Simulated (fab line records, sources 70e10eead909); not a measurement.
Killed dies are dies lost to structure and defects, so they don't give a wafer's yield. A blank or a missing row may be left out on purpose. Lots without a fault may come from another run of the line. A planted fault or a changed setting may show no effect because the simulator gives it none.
A struck lot beside a sound one | flow nand_harc | 40 steps out of a route of 1159
Sound: wafers L469.1, L469.2, L469.5. Struck: wafer L473.6. (L473.4, L473.5 of the same lot were not struck and are left out.) The cause comes at the end.
At each step with rows: each side's tool, then ch and its chambers, then its first start. Under that, the readings that differ: sound wafers | struck wafers | difference of the means | sigmas: that difference in standard deviations of wafers without a fault.
alike: readings whose means differ by less than 2 such deviations, and words and numbers that are the same on both sides. not compared: withheld readings, readings that some wafer has no value for, bounds like >300 that may hide the same value, and numbers for which the record gives no deviation and whose values overlap.
The two part at a step that has a row with sigmas, a row that says differs or no value, or rows on one side only. Numbers that don't overlap but have no deviation are shown without sigmas and don't part them. A reading that every wafer of one side lacks parts them only if that side has two wafers or more.

NHARC_P_M1_INSPECT_11:
  sound on defect_inspect-01, day 8 03:13; struck on defect_inspect-02, day 9 10:25
  alike: raw_defect_count
NHARC_P_M1_DESCUM_14: chemistry O2, time 3 s.
  sound on rie_diel-03 ch 2,3, day 8 03:17; struck on rie_diel-03 ch 1, day 9 10:30
  alike: drypump_motor_current_A, o2_flow_sccm, oes_product_au, rf_vpp_V, showerhead_plenum_p_Torr, throttle_valve_pct
  not compared: rf_hours_counter_h
then, 2 steps without rows for these wafers: NHARC_P_M1_ETCH_35 (etches the open film in N2/H2, target depth 40 nm, overetch 12 nm, time 43.94 s); NHARC_P_M1_ETCH_15 (etches the open film in C4F8/Ar, target depth 182.5 nm, time 91.2 s).
NHARC_P_M1_CD_MEAS_16:
  sound on cd_sem-03, day 8 03:35; struck on cd_sem-03, day 9 10:47
  alike: cd_nm
then, 7 steps without rows for these wafers: NHARC_P_M1_STRIP_18 (strips in N2/H2); NHARC_P_M1_ETCH_28 (etches the open film in CF4/N2, target depth 30 nm, time 72.99 s); NHARC_P_M1_STRIP_19 (strips in post etch residue remover, time 600 s); NHARC_P_M1_DEGAS_29 (time 60 s); NHARC_P_M1_PRE_CLEAN_30 (time 30 s); NHARC_P_M1_PVD_20 (deposits TaN, target thk 5 nm, time 8.06 s); NHARC_P_M1_PVD_21 (deposits Cu, target thk 30 nm, time 20.49 s).
NHARC_P_M1_ECD_22: material Cu, target thk 400 nm.
  sound on ecd_cu-01 ch 0,1, day 8 04:42; struck on ecd_cu-01 ch 0,1, day 9 11:58
then, 2 steps without rows for these wafers: NHARC_P_M1_ANNEAL_31 (time 90 s); NHARC_P_M1_CMP_23 (polishes, t overpolish 20 s, target thk 157.82 nm).
NHARC_P_M1_THK_MEAS_24: measures by xrf.
  sound on film_metro-02, day 8 05:46; struck on film_metro-02, day 9 12:54
  alike: thk_nm
then, 2 steps without rows for these wafers: NHARC_P_M1_SRD_25; NHARC_P_M1_PRE_CLEAN_32 (time 12 s).
NHARC_P_M1_DEP_33: deposits SiCN, target thk 30 nm.
  sound on pecvd-03 ch 0,1, day 8 06:05; struck on pecvd-01 ch 1, day 9 13:20
  alike: heater_power_w, showerhead_vpp_V
then, 10 steps without rows for these wafers: NHARC_P_M2_DEP_00 (deposits SiOC, target thk 182.5 nm); NHARC_P_M2_DEHYDRATE_01 (time 120 s); NHARC_P_M2_HMDS_02 (time 30 s); NHARC_P_M2_COAT_34 (time 65 s); NHARC_P_M2_COAT_03 (resist thk 90 nm); NHARC_P_M2_SOFTBAKE_04 (time 55 s); NHARC_P_M2_EBR_05; NHARC_P_M2_EXPOSE_06 (exposes mask P M2, target cd 170 nm); NHARC_P_M2_PEB_07 (peb time 65 s); NHARC_P_M2_DEVELOP_08 (develop time 35 s).
NHARC_P_M2_CD_MEAS_09: target cd 170 nm.
  sound on cd_sem-03 ch 0, day 8 07:14; struck on cd_sem-03 ch 0, day 9 14:20
  reading    | sound             | struck | difference | sigmas
  cd_nm (nm) | 169.5 168.9 168.7 | 170.4  | +1.4       | +2
NHARC_P_M2_OVL_MEAS_10: pitch 340 nm.
  sound on overlay-02, day 8 07:19; struck on overlay-02, day 9 14:26
  alike: overlay_x_nm, overlay_y_nm
then, 1 step without rows for these wafers: NHARC_P_M2_DESCUM_14 (chemistry O2, time 3 s).
NHARC_P_M2_ETCH_35: etches the open film in N2/H2, target depth 40 nm, overetch 12 nm, time 43.94 s.
  sound on rie_diel-04 ch 0,2, day 8 07:31; struck on rie_diel-04 ch 2, day 9 14:37
  reading                | sound                | struck | difference | sigmas
  throttle_valve_pct (%) | 14.160 14.166 14.183 | 14.191 | +0.021     | +2
  alike: drypump_motor_current_A, n2_flow_sccm, oes_product_au, rf_vpp_V, showerhead_plenum_p_Torr
  not compared: rf_hours_counter_h
then, 1 step without rows for these wafers: NHARC_P_M2_ETCH_15 (etches the open film in C4F8/Ar, target depth 182.5 nm, time 91.2 s).
NHARC_P_M2_CD_MEAS_16:
  sound on cd_sem-01, day 8 07:44; struck on cd_sem-02, day 9 14:51
  alike: cd_nm
NHARC_P_M2_STRIP_18: strips in N2/H2.
  sound on rie_diel-04 ch 0,2, day 8 07:49; struck on rie_diel-04 ch 3, day 9 14:55
  reading                         | sound             | struck | difference | sigmas
  oes_product_au (a.u.)           | 0.991 1.001 1.004 | 0.971  | -0.028     | -3
  rf_vpp_V (V)                    | 88.7 89.5 90.9    | 92.0   | +2.3       | +2
  showerhead_plenum_p_Torr (Torr) | 1.90 1.91 1.91    | 2.20   | +0.29      | +2
  alike: drypump_motor_current_A, n2_flow_sccm, throttle_valve_pct
  not compared: rf_hours_counter_h
then, 2 steps without rows for these wafers: NHARC_P_M2_ETCH_28 (etches the open film in CF4/N2, target depth 30 nm, time 72.99 s); NHARC_P_M2_STRIP_19 (strips in post etch residue remover, time 600 s).
NHARC_P_M2_DEGAS_29: time 60 s.
  sound on pvd_sputter-02, day 8 08:29; struck on pvd_sputter-01, day 9 15:35
  alike: heater_power_w
-- the record jumps here: 14 days lie between the struck wafers' starts before and after (it left off in module P_M2 and takes up again in module END, whose first step shown is number 1159 of the route) --
NHARC_END_SORT_01:
  sound on prober-01 ch 0, day 21 15:47; struck on prober-02 ch 0, day 23 14:50
  reading                  | sound          | struck | difference | sigmas
  defect_limited_yield (%) | 95.0 96.2 95.6 | 46.7   | -48.9      | -31
  killed_at_other          | 0 1 0          | 3      | +3         | +2
  killed_at_periphery      | 4 3 2          | 339    | +336       | +99 or more
  killed_dies              | 34 26 30       | 361    | +331       | +30
  killed_open              | 7 3 5          | 1      | -4         | -2
  sort_bin_2_pct (%)       | 1.5 1.3 1.8    | 17.4   | +15.9      | +26
  sort_bin_3_pct (%)       | 0.44 0.30 0.30 | 2.07   | +1.72      | +9
  sort_bin_4_pct (%)       | 3.1 2.2 2.4    | 33.8   | +31.2      | +28
  sort_n_pass              | 643 651 647    | 316    | -331       | -30
  sort_rim_yield_pct (%)   | 94.3 99.1 99.1 | 50.9   | -46.6      | -20
  sort_yield_pct (%)       | 95.0 96.2 95.6 | 46.7   | -48.9      | -31
  alike: killed_at_array, killed_short

WHERE THEY PART
First at NHARC_P_M2_CD_MEAS_09; last, within this record, at NHARC_END_SORT_01.

WHY: what the simulator had put in
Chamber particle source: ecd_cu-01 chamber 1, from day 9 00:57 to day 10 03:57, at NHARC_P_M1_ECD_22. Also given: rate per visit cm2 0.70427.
